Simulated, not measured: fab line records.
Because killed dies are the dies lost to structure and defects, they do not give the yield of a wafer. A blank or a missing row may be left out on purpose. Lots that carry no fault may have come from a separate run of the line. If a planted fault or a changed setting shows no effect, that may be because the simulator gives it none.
Split-lot trial + flow n5-finfet + 21 wafers read across 7 lots, on a route 1938 steps long

== SPLIT DETAILS ==
At N5_ZERO_LAYER_PECVD_02 (deposits SiO2 from SiH4/N2O, target thk 10 nm, time 6 s), the setting time-s was moved away from the recipe's 6 s on 7 of the 21 wafers read, by -10.8% to +12.0%. For the rest of the wafers, this setting stayed at what the recipe calls for.

The reading is taken at the split's own step.

== THE READING ==
SiO2_of_ZERO_LAYER_PECVD_02.thk-nm (the simulator's own value, which no gauge read), in nm, at N5_ZERO_LAYER_PECVD_02 (deposits SiO2 from SiH4/N2O, target thk 10 nm, time 6 s). There is no usual value for it anywhere in the file. Across the 14 wafers here that went through the recipe, the average is 10.065 nm and the standard deviation 0.26 nm.

| wafer  | tool, chamber at the split | time-s as run, s | against the recipe | SiO2_of_ZERO_LAYER_PECVD_02.thk-nm, nm | against lot-mates on the recipe |
|--------|----------------------------|------------------|--------------------|----------------------------------------|---------------------------------|
| L078.2 | pecvd-02, 1                | 6                | recipe             | 9.812                                  | -                               |
| L078.3 | pecvd-02, 1                | 6.72             | +12.0%             | 11.17                                  | +1.358                          |
| L078.4 | pecvd-02, 0                | 6.72             | +12.0%             | 11.25                                  | +1.438                          |
| L079.3 | pecvd-02, 1                | 5.377            | -10.4%             | 9.05                                   | -1.070                          |
| L079.4 | pecvd-02, 0                | 6                | recipe             | 10.21                                  | -                               |
| L079.6 | pecvd-02, 1                | 6                | recipe             | 10.03                                  | -                               |
| L085.2 | pecvd-04, 1                | 6                | recipe             | 9.91                                   | -                               |
| L085.3 | pecvd-04, 0                | 5.71             | -4.8%              | 9.388                                  | -0.522                          |
| L085.6 | pecvd-04, 2                | 5.71             | -4.8%              | 9.555                                  | -0.355                          |
| L088.2 | pecvd-02, 2                | 6                | recipe             | 9.924                                  | -                               |
| L088.3 | pecvd-02, 0                | 6                | recipe             | 9.908                                  | -                               |
| L088.5 | pecvd-02, 2                | 6                | recipe             | 10.24                                  | -                               |
| L089.1 | pecvd-02, 2                | 6                | recipe             | 9.913                                  | -                               |
| L089.3 | pecvd-02, 0                | 5.353            | -10.8%             | 8.923                                  | -0.990                          |
| L089.5 | pecvd-02, 2                | 5.353            | -10.8%             | 8.902                                  | -1.011                          |
| L090.3 | pecvd-02, 1                | 6                | recipe             | 10.54                                  | -                               |
| L090.5 | pecvd-02, 1                | 6                | recipe             | 10.46                                  | -                               |
| L090.6 | pecvd-02, 2                | 6                | recipe             | 10.51                                  | -                               |
| L093.2 | pecvd-04, 0                | 6                | recipe             | 9.873                                  | -                               |
| L093.3 | pecvd-04, 2                | 6                | recipe             | 9.755                                  | -                               |
| L093.5 | pecvd-04, 2                | 6                | recipe             | 9.829                                  | -                               |

THE FIT
A straight line over all 21 wafers: SiO2_of_ZERO_LAYER_PECVD_02.thk-nm changes by +0.101 nm for each +1% of time-s; r = +0.93; the points scatter about the line by 0.23 nm.
The same after taking each lot's own level away (the mean of its wafers on the recipe; 21 wafers): +0.105 nm for each +1%; r = +0.99; scatter 0.096 nm.
The reading moves by 1.3 nm for the largest change in time-s, on that fit.
From 9.8120 to 10.5033 nm: that is the span of the lots' own levels, equal to 2.6 times the standard deviation above.
Hence the lot-to-lot level has little effect on the slope; both slopes agree.
Check: for one of the wafers moved furthest among these (+12.0%), held out of the fit, the line's prediction against its lot-mates is +1.27 nm. It came out at +1.36 nm against them.

== FILE'S OWN FIT ==
SiO2_of_ZERO_LAYER_PECVD_02.thk-nm changes by +0.104 nm for each +1% of time-s, r = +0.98.
